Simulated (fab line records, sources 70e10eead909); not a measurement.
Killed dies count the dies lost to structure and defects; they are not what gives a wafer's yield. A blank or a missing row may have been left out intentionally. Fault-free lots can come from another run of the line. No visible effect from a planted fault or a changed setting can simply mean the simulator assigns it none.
A lot that was struck, set against a sound lot -- flow nandHarc -- 24 steps out of a route of 1302
Sound: these wafers, L478.3, L478.5, L478.6. Struck: wafers L473.4, L473.5, L473.6. The cause comes at the end.
Order at every step that has rows: each side's tool, ch and its chambers, its first start. Under that, the readings that differ: sound wafers -- struck wafers -- difference of the means -- sigmas: that difference in standard deviations of wafers without a fault.
alike: words and numbers the same on both sides, and readings whose means are apart by under 2 such deviations; not compared: readings that were withheld, readings missing a value for some wafer, numbers with overlapping values and no deviation given by the record, and bounds like >300 which may hide the same value.
Wherever a step has rows on one side only, a row that says differs or no value, or a row with sigmas, the two part there. Numbers that don't overlap but have no deviation are shown without sigmas and don't part them. Lack of a reading on every wafer of one side parts them only where that side has two or more wafers.

first, 9 steps without rows for these wafers: NHARC_A_CHANNEL_HOLE_D2_DESCUM_15 (chemistry O2, time 3 s); NHARC_A_CHANNEL_HOLE_D2_ETCH_38 (etches the open film in CF4, target depth 39 nm, time 65 s); NHARC_A_CHANNEL_HOLE_D2_ETCH_39 (etches the open film in N2/H2, target depth 260 nm, time 325 s); NHARC_A_CHANNEL_HOLE_D2_ETCH_34 (etches the open film in CF4/CHF3, target depth 154 nm, time 77 s); NHARC_A_CHANNEL_HOLE_D2_ETCH_16 (etches the open film in O2/COS, target depth 3100 nm, time 806 s); NHARC_A_CHANNEL_HOLE_D2_ETCH_19 (etches the open film in C4F8/O2/Ar, time 34.5 s); NHARC_A_CHANNEL_HOLE_D2_ETCH_20 (etches the open film in C4F8/O2/Ar, time 361.9 s, target depth 1600 nm); NHARC_A_CHANNEL_HOLE_D2_ETCH_21 (etches the open film in C4F8/O2/Ar, time 514.3 s, target depth 1600 nm); NHARC_A_CHANNEL_HOLE_D2_ETCH_22 (etches the open film in C4F8/O2/Ar, time 666.7 s, target depth 1600 nm).
NHARC_A_CHANNEL_HOLE_D2_ETCH_23: etches the open film in C4F8/O2/Ar, time 819 s, target depth 1600 nm.
  sound on harEtch-01 ch 0,1, day 19 02:03; struck on harEtch-02 ch 0,1, day 17 15:59
  no value came back on the struck wafers for any of 6 readings (c4f8FlowSccm (sccm), chamberPressureMTorr (mTorr) and others); on the sound wafers c4f8FlowSccm (sccm) reads 89.72 89.79 89.62
then, 7 steps without rows for these wafers: NHARC_A_CHANNEL_HOLE_D2_ETCH_24 (etches the open film in C4F8/O2/Ar, time 906.2 s, target depth 1500 nm); NHARC_A_CHANNEL_HOLE_D2_ETCH_25 (etches the open film in C4F8/O2/Ar, time 1040.2 s, target depth 1500 nm); NHARC_A_CHANNEL_HOLE_D2_ETCH_26 (etches the open film in C4F8/O2/Ar, time 224.1 s, target depth 300 nm); NHARC_A_CHANNEL_HOLE_D2_ETCH_27 (etches the open film in C4F8/O2/Ar, time 90 s, target depth 400 nm); NHARC_A_CHANNEL_HOLE_D2_STRIP_41 (strips in N2/H2); NHARC_A_CHANNEL_HOLE_D2_STRIP_42 (strips in CF4/CHF3); NHARC_A_CHANNEL_HOLE_D2_STRIP_43 (strips in O2/COS).
NHARC_A_CHANNEL_HOLE_D2_ETCH_44: etches the open film in CF4/O2, target depth 140 nm, overetch 14 nm, time 77 s.
  sound on rieDiel-01 ch 1,2,3, day 19 05:08; struck on rieDiel-01 ch 0,1, day 17 18:55
reading,sound,struck,difference,sigmas
model.A_CHANNEL_HOLE_D2.cdNm (nm),88.94 90.63 92.56,97.65 99.42 98.2,+7.71,
  alike: biasW, cf4FlowSccm, drypumpMotorCurrentA, oesProductAu, rfVppV, showerheadPlenumPTorr, throttleValvePct
  not compared: rfHoursCounterH
then, 3 steps without rows for these wafers: NHARC_A_CHANNEL_HOLE_D2_STRIP_28 (strips in O2); NHARC_A_CHANNEL_HOLE_D2_PRECLEAN_29 (cleans in SC1); NHARC_A_CHANNEL_HOLE_D2_SRD_30.
NHARC_A_CHANNEL_HOLE_D2_CD_MEAS_31:
  sound on cdSem-01, day 19 05:55; struck on cdSem-03, day 17 19:42
reading,sound,struck,difference,sigmas
cdNm (nm),89.6 90.8 92.2,0.7 2.2 2.0,-89.2,-64
NHARC_A_CHANNEL_HOLE_D2_XSEM_32:
  sound on xsem-01 ch 0, day 19 06:00; struck on xsem-01 ch 0, day 17 19:47
reading,sound,struck,difference,sigmas
botCdNm (nm),74.2 75.4 76.7,0.0 1.0 0.9,-74.8,-50
bowNm (nm),8.57 8.65 8.53,0.38 0.38 0.38,-8.20,-30
  alike: tiltDeg
-- record jumps: 11 days between struck wafers' starts before vs after; left off in module A_CHANNEL_HOLE_D2, resumes in module END, first step shown is number 1302 of the route --
NHARC_END_SORT_01:
  sound on prober-02 ch 0, day 30 06:20; struck on prober-01 ch 0, day 28 13:14
reading,sound,struck,difference,sigmas
killedAtArray,67 67 59,672 667 667,+604,+30
killedDies,77 78 64,677 677 677,+604,+30
  alike: killedAtOther, killedAtPeriphery, killedOpen, killedShort

## WHERE THEY PART
First at NHARC_A_CHANNEL_HOLE_D2_ETCH_23; last, within this record, at NHARC_END_SORT_01.

WHY: what the simulator had put in
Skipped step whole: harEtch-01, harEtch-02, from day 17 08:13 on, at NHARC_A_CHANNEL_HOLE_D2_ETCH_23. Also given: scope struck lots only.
